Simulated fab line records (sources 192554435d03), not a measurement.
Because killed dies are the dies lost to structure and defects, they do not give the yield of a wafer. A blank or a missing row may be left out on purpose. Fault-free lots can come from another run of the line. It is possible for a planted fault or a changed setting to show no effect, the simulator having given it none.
fab line records	flow n5_finfet
[record] lots = 24	wafers = 72	last_day = 18
route steps=1938 shown BEOL_M8@1354
lots untouched by any fault: they come from a run of this same line in which no faults occurred
start_h: hours from the record's first day to the start of the lot's first wafer shown	wait_h: hours since the lot's step before	" repeats the value in the row above	L1.1+2: a single row standing in for several wafers	- no value, or no start was given	* or withheld: withheld	< > ~ a bound
route shown NAME@n: a module of which the file shows steps, and the number in the route of the first	usual: mean and standard deviation over wafers with no fault	same: alike in all rows	chamber/n: place in a boat	sites: the reading at each site	_std_site: their standard deviation	_edge_site: inner sites' mean taken away from outer sites' mean	radius_mm: for every site, how far away it sits from the centre of the wafer	mask NAME#n: copy n	behind: the tool/chamber that last shaped the wafer	hold: what put the lot on hold/how long, in hours/how the hold closed	device: the n, p or np transistor that did not switch	end of line: tests of these same wafers at the route's end	step lacking rows: just its recipe	killed: at the first sort, the dies lost to defects and structure; wafer yield is something else	map: a wafer's dies, x killed, . not, _ none there
set.NAME: the setting as run; set.NAME@STEP: as run at that earlier step	model.NAME: the simulator's own value behind a step, which no gauge read
a sample of lots followed through the steps of the route, with each step as a table and each wafer as a row
services: when a tool's chamber went out of use (start_h, in hours from the record's first day, below 0 if earlier), for how many hours, and the reason
[[steps]]
[step N5_BEOL_M8_STRIP_19]
[recipe] chemistry = O2	power_w = 400	temp_c = 40	pressure_mtorr = 30	rf_frequency_hz = 6e+07	bias_power_w = 0	overash_fraction = 0.2	o2_flow_sccm = 225
[usual] drypump_motor_current_A = 5.7/0.5	oes_product_au = 0.80/0.085	rf_vpp_V = 3.6/0.63	showerhead_plenum_p_Torr = 2.13/0.057	throttle_valve_pct = 16.61/0.23
lot.wafer	tool	chamber	start_h	wait_h	drypump_motor_current_A	oes_product_au	rf_hours_counter_h	rf_vpp_V	showerhead_plenum_p_Torr	throttle_valve_pct
L075.2	rie_diel-01	3	204.08	0.1	5.7	0.87	47	3.3	2.12	16.76
L075.3	"	1	"	"	6.1	0.77	142	4.1	2.20	16.59
L075.4	"	3	"	"	5.8	0.86	-	2.7	2.12	16.78
L074.4	rie_diel-05	3	213.05	0.1	6.1	0.70	210	3.3	2.18	16.83
L074.5	"	2	"	"	5.9	0.73	-	4.8	2.18	16.58
L074.6	"	3	"	"	6.1	0.70	-	3.5	2.18	16.83
L076.2	rie_diel-01	1	228.27	0.2	6.0	0.76	156	3.4	2.19	16.58
L076.3	"	2	"	"	5.8	1.00	5	3.2	2.13	16.09
L076.6	"	1	"	"	6.1	0.76	-	3.6	2.19	16.59
L077.1	rie_diel-01	2	230.67	0.1	5.8	0.98	6	2.2	2.13	16.10
L077.2	"	3	"	"	5.8	0.85	54	3.0	2.12	16.78
L077.4	"	2	"	"	5.9	0.98	-	3.8	2.13	16.10
L078.1	rie_diel-04	1	236.91	0.1	5.6	0.76	141	4.3	2.10	16.54
L078.2	"	3	"	"	4.9	0.80	112	3.7	2.01	16.67
L078.4	"	0	"	"	6.7	0.84	76	3.7	2.21	16.38
L079.1	rie_diel-01	2	240.67	0.1	5.8	0.96	11	4.0	2.13	16.08
L079.4	"	2	"	"	5.8	0.96	-	3.8	2.13	16.10
L079.5	"	3	"	"	5.7	0.85	-	5.0	2.12	16.80
L080.2	rie_diel-04	3	243.65	0.1	4.9	0.81	114	3.4	2.00	16.65
L080.4	"	0	"	"	6.7	0.83	79	3.4	2.21	16.40
L080.5	"	2	"	"	5.0	0.89	-	3.2	2.13	16.68
L081.3	rie_diel-01	3	253.44	0.1	5.7	0.83	63	3.8	2.12	16.81
L081.5	"	0	"	"	5.5	0.95	-	3.8	2.13	16.26
L081.6	"	1	"	"	6.0	0.75	-	3.1	2.19	16.60
L082.2	rie_diel-04	2	258.66	0.2	5.0	0.87	49	3.6	2.13	16.67
L082.3	"	1	"	"	5.7	0.75	150	5.4	2.09	16.53
L082.6	"	3	"	"	4.9	0.80	-	3.0	2.00	16.68
L083.3	rie_diel-04	2	285.84	0.1	5.0	0.88	57	2.9	2.13	16.69
L083.4	"	1	"	"	5.6	0.74	155	2.8	2.09	16.55
L083.5	"	1	"	"	5.6	0.74	-	3.5	2.09	16.56
L086.1	rie_diel-04	0	289.25	0.1	6.7	0.82	94	4.4	2.21	16.42
L086.3	"	1	"	"	5.7	0.75	157	5.0	2.09	16.55
L086.5	"	2	"	"	5.0	0.87	-	3.1	2.13	16.67
L084.4	rie_diel-04	2	289.54	0.2	5.0	0.86	58	2.9	2.12	16.69
L084.5	"	3	"	"	4.9	0.79	-	3.5	2.00	16.68
L084.6	"	0	"	"	6.7	0.82	-	2.9	2.21	16.41
L085.3	rie_diel-04	0	289.69	0.1	6.7	0.82	95	3.5	2.21	16.44
L085.5	"	2	"	"	4.9	0.86	-	4.0	2.13	16.68
L085.6	"	1	"	"	5.6	0.74	-	3.6	2.09	16.55
L088.2	rie_diel-05	3	299.74	0.1	6.1	0.68	240	4.0	2.17	16.89
L088.3	"	0	"	"	5.6	0.72	207	3.7	2.18	16.84
L088.6	"	0	"	"	5.6	0.72	-	4.3	2.18	16.84
L087.1	rie_diel-04	3	303.38	0.2	4.9	0.79	135	5.1	2.00	16.71
L087.3	"	1	"	"	5.6	0.73	161	3.5	2.09	16.56
L087.4	"	1	"	"	5.6	0.74	-	4.0	2.09	16.54
L090.3	rie_diel-04	2	303.54	0.1	5.0	0.85	63	2.6	2.12	16.70
L090.4	"	1	"	"	5.7	0.74	-	4.2	2.09	16.59
L090.5	"	3	"	"	4.9	0.80	-	3.5	2.00	16.73
L091.1	rie_diel-05	3	306.00	0.1	6.1	0.68	243	3.4	2.17	16.88
L091.3	"	1	"	"	6.1	0.67	247	2.8	2.16	16.94
L091.6	"	1	"	"	6.1	0.65	-	4.0	2.16	16.95
L089.1	rie_diel-05	0	311.11	0.1	5.6	0.73	212	3.3	2.18	16.83
L089.2	"	1	"	"	6.1	0.66	249	3.5	2.16	16.95
L089.4	"	1	"	"	6.1	0.66	-	2.9	2.16	16.96
L092.3	rie_diel-01	2	328.54	0.1	5.9	0.90	43	5.1	2.12	16.16
L092.4	"	1	"	"	6.1	0.73	192	4.1	2.18	16.67
L092.5	"	1	"	"	6.0	0.73	-	4.8	2.18	16.67
L094.1	rie_diel-05	1	332.94	0.2	6.0	0.97	0	3.5	2.16	16.54
L094.5	"	0	"	"	5.6	0.72	-	3.2	2.17	16.85
L094.6	"	1	"	"	6.0	0.99	-	3.0	2.16	16.54
L095.3	rie_diel-01	0	336.83	0.1	5.5	0.86	33	4.4	2.12	16.33
L095.4	"	2	"	"	5.8	0.88	46	3.9	2.12	16.15
L095.5	"	0	"	"	5.5	0.88	-	3.3	2.12	16.32
L093.1	rie_diel-04	1	354.12	0.1	5.7	0.73	181	3.0	2.08	16.60
L093.4	"	2	"	"	5.0	0.83	82	3.5	2.12	16.74
L093.6	"	1	"	"	5.7	0.73	-	3.1	2.08	16.56
L096.1	rie_diel-01	0	359.82	0.1	5.5	0.86	40	3.3	2.11	16.33
L096.3	"	2	"	"	5.8	0.87	54	3.5	2.12	16.19
L096.6	"	3	"	"	5.7	0.80	-	2.6	2.10	16.89
L097.1	rie_diel-01	3	360.88	0.1	5.7	0.79	102	3.2	2.10	16.88
L097.2	"	0	"	"	5.5	0.85	40	3.9	2.11	16.34
L097.4	"	1	"	"	6.0	0.72	202	3.3	2.17	16.68
[step N5_BEOL_M8_ETCH_41]
[recipe] chemistry = CH3F/O2	target = SiCN	target_depth_a = 319	taper_deg = 2	time_s = 57.8	ion_energy_ev = 120	mask_material = TiN	pressure_mtorr = 30	source_w = 395	bias_w = 75	Ar_flow_sccm = 150	CH3F_flow_sccm = 30	O2_flow_sccm = 20
[usual] drypump_motor_current_A = 5.7/0.49	oes_product_au = 0.79/0.082	rf_vpp_V = 298.0/1.4	showerhead_plenum_p_Torr = 2.03/0.046	throttle_valve_pct = 16.24/0.23
lot.wafer	tool	chamber	start_h	wait_h	drypump_motor_current_A	oes_product_au	rf_hours_counter_h	rf_vpp_V	showerhead_plenum_p_Torr	throttle_valve_pct
L075.2	rie_diel-04	0	-	-	6.7	0.84	65	300.0	2.10	15.97
L075.3	"	1	"	"	5.6	0.76	129	297.1	2.01	16.16
L075.4	"	2	"	"	5.0	0.90	28	297.7	2.04	16.25
L074.4	rie_diel-01	1	-	-	6.1	0.75	-	299.4	2.08	16.16
L074.5	"	0	"	"	5.5	0.67	-	298.4	2.04	16.42
L074.6	"	1	"	"	6.0	0.75	-	298.9	2.08	16.16
L076.2	rie_diel-01	1	-	-	6.1	0.74	156	299.3	2.08	16.18
L076.3	"	0	"	"	5.5	0.67	264	299.0	2.04	16.42
L076.6	"	1	"	"	6.1	0.75	-	296.9	2.08	16.18
L077.1	rie_diel-05	3	-	-	6.1	0.70	217	299.4	2.06	16.41
L077.2	"	1	"	"	6.1	0.67	219	299.5	2.06	16.47
L077.4	"	0	"	"	5.6	0.75	183	299.8	2.06	16.32
L078.1	rie_diel-01	1	-	-	6.1	0.74	161	299.0	2.07	16.18
L078.2	"	3	"	"	5.7	0.86	58	297.8	2.03	16.50
L078.4	"	2	"	"	5.9	0.94	-	298.8	2.04	15.77
L079.1	rie_diel-01	2	-	-	5.9	0.94	12	298.9	2.04	15.75
L079.4	"	3	"	"	5.7	0.85	-	296.6	2.03	16.49
L079.5	"	2	"	"	5.9	0.96	-	297.9	2.04	15.77
L080.2	rie_diel-05	1	-	-	6.1	0.66	224	298.1	2.06	16.50
L080.4	"	3	"	"	6.1	0.69	222	298.0	2.06	16.41
L080.5	"	3	"	"	6.1	0.69	-	300.4	2.06	16.41
L081.3	rie_diel-01	0	-	-	5.5	0.96	4	297.9	2.04	15.95
L081.5	"	1	"	"	6.0	0.76	-	298.6	2.07	16.20
L081.6	"	2	"	"	5.9	0.94	-	298.7	2.03	15.78
L082.2	rie_diel-05	0	-	-	5.6	0.73	196	299.0	2.06	16.33
L082.3	"	2	"	"	5.9	0.69	242	296.6	2.07	16.28
L082.6	"	1	"	"	6.1	0.65	-	299.4	2.06	16.51
L083.3	rie_diel-04	0	-	-	6.7	0.82	93	299.7	2.09	16.03
L083.4	"	3	"	"	4.9	0.80	129	296.9	1.92	16.42
L083.5	"	3	"	"	4.9	0.80	-	294.5	1.93	16.44
L086.1	rie_diel-04	0	-	-	6.7	0.81	95	300.0	2.09	16.02
L086.3	"	1	"	"	5.7	0.74	157	296.2	2.00	16.23
L086.5	"	2	"	"	5.0	0.85	-	299.5	2.03	16.31
L085.3	rie_diel-04	2	-	-	5.0	0.85	59	297.8	2.03	16.34
L085.5	"	3	"	"	4.9	0.80	-	295.2	1.92	16.44
L085.6	"	2	"	"	5.0	0.85	-	298.1	2.03	16.32
L084.4	rie_diel-01	1	-	-	6.1	0.72	180	299.1	2.07	16.22
L084.5	"	3	"	"	5.7	0.83	-	298.2	2.02	16.53
L084.6	"	2	"	"	5.8	0.91	-	296.5	2.03	15.80
L088.2	rie_diel-04	3	-	-	4.9	0.79	134	294.4	1.92	16.43
L088.3	"	2	"	"	5.0	0.85	62	299.0	2.02	16.32
L088.6	"	1	"	"	5.7	0.74	-	297.9	2.00	16.23
L087.1	rie_diel-04	2	-	-	4.9	0.85	63	297.7	2.02	16.32
L087.3	"	1	"	"	5.6	0.74	162	298.5	2.00	16.21
L087.4	"	2	"	"	4.9	0.85	-	296.5	2.02	16.33
L090.3	rie_diel-01	3	-	-	5.7	0.82	83	297.8	2.02	16.54
L090.4	"	2	"	"	5.9	0.89	34	298.6	2.03	15.82
L090.5	"	1	"	"	6.0	0.73	-	298.3	2.07	16.22
L091.1	rie_diel-05	0	-	-	5.5	0.72	211	299.4	2.05	16.37
L091.3	"	3	"	"	6.1	0.67	243	298.0	2.05	16.45
L091.6	"	3	"	"	6.1	0.67	-	298.7	2.05	16.46
L089.1	rie_diel-04	1	-	-	5.7	0.73	167	297.5	1.99	16.23
L089.2	"	2	"	"	4.9	0.83	68	298.1	2.02	16.34
L089.4	"	3	"	"	4.9	0.78	141	295.7	1.92	16.45
L092.3	rie_diel-01	0	-	-	5.5	0.88	31	298.2	2.03	16.00
L092.4	"	2	"	"	5.8	0.88	44	298.5	2.03	15.83
L092.5	"	1	"	"	6.0	0.71	-	299.8	2.06	16.23
L094.1	rie_diel-01	3	-	-	5.7	0.81	94	299.0	2.02	16.56
L094.5	"	1	"	"	6.1	0.72	-	297.1	2.06	16.25
L094.6	"	2	"	"	5.9	0.87	-	298.2	2.02	15.84
L095.3	rie_diel-04	3	-	-	4.9	0.78	151	294.9	1.92	16.49
L095.4	"	2	"	"	5.0	0.83	78	299.8	2.02	16.37
L095.5	"	0	"	"	6.7	0.80	-	298.6	2.09	16.04
L093.1	rie_diel-05	2	-	-	5.9	0.91	12	298.7	2.06	15.76
L093.4	"	2	"	"	5.9	0.91	-	299.0	2.06	15.78
L093.6	"	0	"	"	5.6	0.69	-	298.8	2.05	16.41
L096.1	rie_diel-01	2	-	-	5.9	0.86	55	298.5	2.02	15.85
L096.3	"	3	"	"	5.7	0.80	104	299.0	2.02	16.58
L096.6	"	3	"	"	5.7	0.80	-	297.7	2.02	16.59
L097.1	rie_diel-04	3	-	-	4.9	0.76	159	294.7	1.91	16.50
L097.2	"	0	"	"	6.6	0.78	118	299.0	2.08	16.06
L097.4	"	3	"	"	4.9	0.76	-	294.9	1.92	16.49
[step N5_BEOL_M8_CURE_75]
[recipe] temp_c = 370	time_s = 120	ambient = DMADMS/He	material = SiCOH_lowk
[usual] lamp_power_pct = 52.31/0.053	wafer_temp_C_max = 371.6/0.56
lot.wafer	tool	chamber	start_h	wait_h	lamp_power_pct	wafer_temp_C_max
L075.2	uv_cure-01	2	207.63	0.1	52.33	371.6
L075.3	"	2	"	"	52.37	371.0
L075.4	"	2	"	"	52.22	371.2
L074.4	uv_cure-02	0	215.79	0.2	52.24	372.5
L074.5	"	0	"	"	52.38	373.5
L074.6	"	0	"	"	52.23	372.1
L076.2	uv_cure-03	1	229.68	0.1	52.41	371.8
L076.3	"	1	"	"	52.26	371.9
L076.6	"	1	"	"	52.40	371.6
L077.1	uv_cure-02	1	231.84	0.0	52.27	371.6
L077.2	"	1	"	"	52.28	371.8
L077.4	"	1	"	"	52.31	371.3
L078.1	uv_cure-01	1	239.60	0.0	52.23	372.0
L078.2	"	1	"	"	52.31	371.3
L078.4	"	1	"	"	52.35	371.3
L079.1	uv_cure-02	1	242.89	0.0	52.38	371.5
L079.4	"	1	"	"	52.19	371.3
L079.5	"	1	"	"	52.37	371.7
L080.2	uv_cure-02	2	245.56	0.1	52.38	372.0
L080.4	"	2	"	"	52.33	372.4
L080.5	"	2	"	"	52.26	372.3
L081.3	uv_cure-02	1	254.83	0.1	52.32	371.9
L081.5	"	1	"	"	52.26	371.4
L081.6	"	1	"	"	52.28	371.6
L082.2	uv_cure-03	1	262.51	0.1	52.31	370.8
L082.3	"	1	"	"	52.29	371.3
L082.6	"	1	"	"	52.32	370.8
L083.3	uv_cure-01	0	287.29	0.1	52.33	371.9
L083.4	"	0	"	"	52.33	371.7
L083.5	"	0	"	"	52.28	371.1
L086.1	uv_cure-03	0	291.47	0.3	52.30	372.1
L086.3	"	0	"	"	52.29	371.5
L086.5	"	0	"	"	52.25	371.6
L085.3	uv_cure-02	1	291.78	0.2	52.34	371.5
L085.5	"	1	"	"	52.33	371.2
L085.6	"	1	"	"	52.30	371.0
L084.4	uv_cure-03	2	291.92	0.3	52.27	371.1
L084.5	"	2	"	"	52.25	371.3
L084.6	"	2	"	"	52.30	371.7
L088.2	uv_cure-02	1	301.07	0.1	52.20	371.0
L088.3	"	1	"	"	52.33	370.7
L088.6	"	1	"	"	52.33	370.8
L087.1	uv_cure-02	2	304.68	0.2	52.32	371.6
L087.3	"	2	"	"	52.40	372.6
L087.4	"	2	"	"	52.32	371.9
L090.3	uv_cure-01	0	305.09	0.1	52.21	371.4
L090.4	"	0	"	"	52.23	371.5
L090.5	"	0	"	"	52.22	370.9
L091.1	uv_cure-02	0	307.90	0.2	52.39	372.0
L091.3	"	0	"	"	52.28	372.9
L091.6	"	0	"	"	52.29	372.7
L089.1	uv_cure-02	1	315.40	0.2	52.31	371.3
L089.2	"	1	"	"	52.37	370.9
L089.4	"	1	"	"	52.34	370.9
L092.3	uv_cure-01	2	331.19	0.1	52.27	370.8
L092.4	"	2	"	"	52.27	371.4
L092.5	"	2	"	"	52.21	371.3
L094.1	uv_cure-02	2	335.26	0.0	52.37	372.6
L094.5	"	2	"	"	52.31	371.7
L094.6	"	2	"	"	52.30	372.1
L095.3	uv_cure-01	0	341.63	0.1	52.39	371.7
L095.4	"	0	"	"	52.37	371.3
L095.5	"	0	"	"	52.30	371.2
L093.1	uv_cure-03	0	358.16	0.0	52.30	371.8
L093.4	"	0	"	"	52.34	371.8
L093.6	"	0	"	"	52.34	372.1
L096.1	uv_cure-01	2	363.73	0.0	52.41	371.3
L096.3	"	2	"	"	52.38	371.8
L096.6	"	2	"	"	52.37	371.2
L097.1	uv_cure-02	1	363.91	0.0	52.24	371.9
L097.2	"	1	"	"	52.28	371.4
L097.4	"	1	"	"	52.37	371.8
[step N5_BEOL_M8_DEGAS_44]
[recipe] ambient = vacuum	temp_c = 250	time_s = 60
[usual] heater_power_w = 329/28
lot.wafer	tool	chamber	start_h	wait_h	heater_power_w
L075.2	pvd_sputter-03	-	208.38	0.7	306
L075.3	"	-	"	"	384
L075.4	"	-	"	"	310
L074.4	pvd_sputter-01	-	216.76	0.9	330
L074.5	"	-	"	"	340
L074.6	"	-	"	"	318
L076.2	pvd_sputter-03	-	230.10	0.4	376
L076.3	"	-	"	"	307
L076.6	"	-	"	"	298
L077.1	pvd_sputter-02	-	232.98	1.1	337
L077.2	"	-	"	"	397
L077.4	"	-	"	"	322
L078.1	pvd_sputter-03	-	240.23	0.6	304
L078.2	"	-	"	"	307
L078.4	"	-	"	"	304
L079.1	pvd_sputter-01	-	243.31	0.4	344
L079.4	"	-	"	"	316
L079.5	"	-	"	"	331
L080.2	pvd_sputter-01	-	245.83	0.2	323
L080.4	"	-	"	"	339
L080.5	"	-	"	"	347
L081.3	pvd_sputter-02	-	255.35	0.5	297
L081.5	"	-	"	"	286
L081.6	"	-	"	"	330
L082.2	pvd_sputter-03	-	263.23	0.7	300
L082.3	"	-	"	"	309
L082.6	"	-	"	"	308
L083.3	pvd_sputter-01	-	287.67	0.3	310
L083.4	"	-	"	"	324
L083.5	"	-	"	"	331
L086.1	pvd_sputter-03	-	292.09	0.6	305
L086.3	"	-	"	"	307
L086.5	"	-	"	"	316
L085.3	pvd_sputter-03	-	292.17	0.3	317
L085.5	"	-	"	"	306
L085.6	"	-	"	"	316
L084.4	pvd_sputter-03	-	292.25	0.3	315
L084.5	"	-	"	"	313
L084.6	"	-	"	"	306
L088.2	pvd_sputter-01	-	301.71	0.6	312
L088.3	"	-	"	"	326
L088.6	"	-	"	"	314
L087.1	pvd_sputter-02	-	305.07	0.3	396
L087.3	"	-	"	"	294
L087.4	"	-	"	"	339
L090.3	pvd_sputter-01	-	305.33	0.2	336
L090.4	"	-	"	"	308
L090.5	"	-	"	"	340
L091.1	pvd_sputter-02	-	308.40	0.4	338
L091.3	"	-	"	"	401
L091.6	"	-	"	"	395
L089.1	pvd_sputter-03	-	315.89	0.4	306
L089.2	"	-	"	"	375
L089.4	"	-	"	"	311
L092.3	pvd_sputter-01	-	331.66	0.4	337
L092.4	"	-	"	"	307
L092.5	"	-	"	"	337
L094.1	pvd_sputter-02	-	336.02	0.7	405
L094.5	"	-	"	"	393
L094.6	"	-	"	"	319
L095.3	pvd_sputter-01	-	342.08	0.4	299
L095.4	"	-	"	"	330
L095.5	"	-	"	"	307
L093.1	pvd_sputter-02	-	358.67	0.5	292
L093.4	"	-	"	"	388
L093.6	"	-	"	"	393
L096.1	pvd_sputter-01	-	364.27	0.5	313
L096.3	"	-	"	"	338
L096.6	"	-	"	"	310
L097.1	pvd_sputter-01	-	364.35	0.4	335
L097.2	"	-	"	"	323
L097.4	"	-	"	"	310
[step N5_BEOL_M8_THK_MEAS_53]
[recipe] thk_meas_gauge = xrf	reads = Cu_of_BEOL_M8_ECD_50
[usual] M8_THK = 76.9/2.3
lot.wafer	tool	chamber	start_h	wait_h	M8_THK[nm]
L075.2	film_metro-01	-	210.15	-	75.9
L075.3	"	-	"	"	75.7
L075.4	"	-	"	"	72.5
L074.4	film_metro-01	-	218.40	-	75.4
L074.5	"	-	"	"	74.7
L074.6	"	-	"	"	78.2
L076.2	film_metro-02	-	231.96	-	77.4
L076.3	"	-	"	"	78.3
L076.6	"	-	"	"	76.7
L077.1	film_metro-01	-	234.60	-	75.2
L077.2	"	-	"	"	74.1
L077.4	"	-	"	"	76.4
L078.1	film_metro-01	-	245.59	-	77.8
L078.2	"	-	"	"	78.3
L078.4	"	-	"	"	76.8
L079.1	film_metro-01	-	247.01	-	76.6
L079.4	"	-	"	"	77.3
L079.5	"	-	"	"	76.4
L080.2	film_metro-02	-	248.73	-	75.7
L080.4	"	-	"	"	77.6
L080.5	"	-	"	"	76.0
L081.3	film_metro-02	-	257.30	-	79.9
L081.5	"	-	"	"	79.1
L081.6	"	-	"	"	78.9
L082.2	film_metro-02	-	265.22	-	72.9
L082.3	"	-	"	"	73.2
L082.6	"	-	"	"	69.9
L083.3	film_metro-02	-	289.14	-	81.9
L083.4	"	-	"	"	80.5
L083.5	"	-	"	"	80.6
L086.1	film_metro-01	-	293.57	-	79.3
L086.3	"	-	"	"	77.2
L086.5	"	-	"	"	74.5
L085.3	film_metro-01	-	294.11	-	74.6
L085.5	"	-	"	"	78.3
L085.6	"	-	"	"	77.0
L084.4	film_metro-01	-	294.26	-	77.0
L084.5	"	-	"	"	80.4
L084.6	"	-	"	"	75.6
L088.2	film_metro-02	-	303.12	-	80.2
L088.3	"	-	"	"	75.9
L088.6	"	-	"	"	75.7
L087.1	film_metro-02	-	306.69	-	76.0
L087.3	"	-	"	"	77.5
L087.4	"	-	"	"	77.6
L090.3	film_metro-02	-	308.55	-	80.3
L090.4	"	-	"	"	78.2
L090.5	"	-	"	"	78.2
L091.1	film_metro-01	-	311.05	-	73.9
L091.3	"	-	"	"	72.4
L091.6	"	-	"	"	74.2
L089.1	film_metro-01	-	317.42	-	75.9
L089.2	"	-	"	"	74.7
L089.4	"	-	"	"	78.6
L092.3	film_metro-01	-	333.18	-	78.3
L092.4	"	-	"	"	77.1
L092.5	"	-	"	"	76.3
L094.1	film_metro-01	-	338.00	-	77.3
L094.5	"	-	"	"	74.1
L094.6	"	-	"	"	74.6
L095.3	film_metro-01	-	345.39	-	79.1
L095.4	"	-	"	"	76.1
L095.5	"	-	"	"	80.3
L093.1	film_metro-01	-	360.10	-	76.9
L093.4	"	-	"	"	77.5
L093.6	"	-	"	"	74.4
L096.1	film_metro-01	-	365.84	-	73.7
L096.3	"	-	"	"	78.6
L096.6	"	-	"	"	78.8
L097.1	film_metro-02	-	365.89	-	78.6
L097.2	"	-	"	"	77.8
L097.4	"	-	"	"	79.4
[step N5_BEOL_M8_INSPECT_58]
[recipe] inspect_instrument = darkfield	mode = post_dep
[usual] raw_defect_count = 69/27
lot.wafer	tool	chamber	start_h	wait_h	raw_defect_count
L075.2	defect_inspect-02	-	210.34	0.0	54
L075.3	"	-	"	"	53
L075.4	"	-	"	"	84
L074.4	defect_inspect-01	-	218.56	0.0	75
L074.5	"	-	"	"	72
L074.6	"	-	"	"	58
L076.2	defect_inspect-02	-	232.11	0.0	110
L076.3	"	-	"	"	58
L076.6	"	-	"	"	128
L077.1	defect_inspect-02	-	234.75	0.0	42
L077.2	"	-	"	"	18
L077.4	"	-	"	"	54
L078.1	defect_inspect-02	-	245.76	0.0	72
L078.2	"	-	"	"	74
L078.4	"	-	"	"	73
L079.1	defect_inspect-01	-	247.17	0.0	93
L079.4	"	-	"	"	112
L079.5	"	-	"	"	63
L080.2	defect_inspect-02	-	248.89	0.0	68
L080.4	"	-	"	"	46
L080.5	"	-	"	"	37
L081.3	defect_inspect-02	-	257.46	0.0	52
L081.5	"	-	"	"	64
L081.6	"	-	"	"	39
L082.2	defect_inspect-01	-	265.37	0.0	78
L082.3	"	-	"	"	91
L082.6	"	-	"	"	57
L083.3	defect_inspect-02	-	289.30	0.0	41
L083.4	"	-	"	"	49
L083.5	"	-	"	"	36
L086.1	defect_inspect-02	-	293.72	0.0	64
L086.3	"	-	"	"	48
L086.5	"	-	"	"	60
L085.3	defect_inspect-01	-	294.27	0.0	61
L085.5	"	-	"	"	68
L085.6	"	-	"	"	89
L084.4	defect_inspect-02	-	294.41	0.0	78
L084.5	"	-	"	"	84
L084.6	"	-	"	"	138
L088.2	defect_inspect-01	-	303.28	0.0	96
L088.3	"	-	"	"	85
L088.6	"	-	"	"	112
L087.1	defect_inspect-01	-	306.85	0.0	60
L087.3	"	-	"	"	167
L087.4	"	-	"	"	81
L090.3	defect_inspect-01	-	308.71	0.0	55
L090.4	"	-	"	"	82
L090.5	"	-	"	"	60
L091.1	defect_inspect-02	-	311.21	0.0	44
L091.3	"	-	"	"	44
L091.6	"	-	"	"	31
L089.1	defect_inspect-02	-	317.57	0.0	43
L089.2	"	-	"	"	47
L089.4	"	-	"	"	85
L092.3	defect_inspect-02	-	333.34	0.0	41
L092.4	"	-	"	"	60
L092.5	"	-	"	"	48
L094.1	defect_inspect-01	-	338.16	0.0	37
L094.5	"	-	"	"	48
L094.6	"	-	"	"	41
L095.3	defect_inspect-01	-	345.55	0.0	49
L095.4	"	-	"	"	84
L095.5	"	-	"	"	86
L093.1	defect_inspect-02	-	360.26	0.0	38
L093.4	"	-	"	"	37
L093.6	"	-	"	"	72
L096.1	defect_inspect-02	-	365.99	0.0	148
L096.3	"	-	"	"	98
L096.6	"	-	"	"	120
L097.1	defect_inspect-02	-	366.08	0.0	39
L097.2	"	-	"	"	55
L097.4	"	-	"	"	55
[[services]]
tool	chamber	start_h	hours	kind
pvd_sputter-01	-	182.92	8.3	repair
uv_cure-03	-	190.63	0.9	repair
rie_diel-05	2	195.63	4.7	repair
uv_cure-02	-	200.84	8.6	repair
rie_diel-01	2	202.29	-	clean
rie_diel-01	2	202.29	-	consumable_replace:focus_ring
rie_diel-01	2	202.29	15.4	scheduled_down
rie_diel-01	2	202.29	15.4	vent_cycle
rie_diel-01	0	230.54	-	clean
uv_cure-03	-	242.36	0.2	repair
uv_cure-01	-	243.66	1.9	repair
uv_cure-03	-	244.00	12.0	repair
uv_cure-01	-	251.05	2.2	repair
rie_diel-04	1	265.53	7.1	repair
uv_cure-02	-	274.76	2.1	pm
rie_diel-05	-	290.29	1.3	repair
uv_cure-03	-	292.31	2.1	pm
rie_diel-04	0	298.79	14.6	repair
uv_cure-01	-	320.55	6.0	pm
uv_cure-01	-	326.55	2.1	pm
uv_cure-01	-	346.19	2.8	pm
rie_diel-01	-	356.84	0.7	repair
rie_diel-05	1	358.51	3.4	repair
rie_diel-04	2	360.37	9.1	repair
[[key]]
fault none
